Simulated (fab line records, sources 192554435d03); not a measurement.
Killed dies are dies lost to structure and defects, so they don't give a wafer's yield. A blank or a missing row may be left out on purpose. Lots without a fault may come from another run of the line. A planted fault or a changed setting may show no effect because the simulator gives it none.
Chamber matching | flow n5_finfet | N5_BEOL_M7_STRIP_67 on rie_diel-02: 4 sister chambers
The step strips in CF4. 4 wafers are shown with their chamber, then 7 later ones without.

WAFERS WITH THEIR CHAMBER
wafer  | chamber | drypump_motor_current_A (A)
L079.1 | 1       | 5.66
L083.4 | 3       | 5.32
L086.1 | 2       | 5.86
L086.2 | 0       | 5.10

WAFERS WITHOUT THEIR CHAMBER
wafer  | drypump_motor_current_A (A)
L086.4 | 5.65
L090.3 | 5.34
L090.5 | 5.31
L090.6 | 5.10
L092.2 | 5.63
L092.4 | 5.86
L092.6 | 5.31

WHICH CHAMBER EACH WENT THROUGH
wafer  | from the rows above | in truth
L086.4 | 1                   | 1
L090.3 | 3                   | 3
L090.5 | 3                   | 3
L090.6 | 0                   | 0
L092.2 | 1                   | 1
L092.4 | 2                   | 2
L092.6 | 3                   | 3
Placed correctly: 7 of 7. Can't be placed from these rows: 0. Placed wrongly: 0.
How it was worked out, from the rows above alone: a wafer's distance from a chamber is the root of the sum, over the readings, of the square of ((its reading less the chamber's mean) divided by the reading's scatter). The wafer belongs to the nearest chamber; if the next one is less than 2 further off, it can't be placed. A chamber's mean is the mean of its shown wafers. The scatter: with one shown wafer a chamber, the root of the mean of the squares of how far each hidden wafer lies from its nearest shown one.
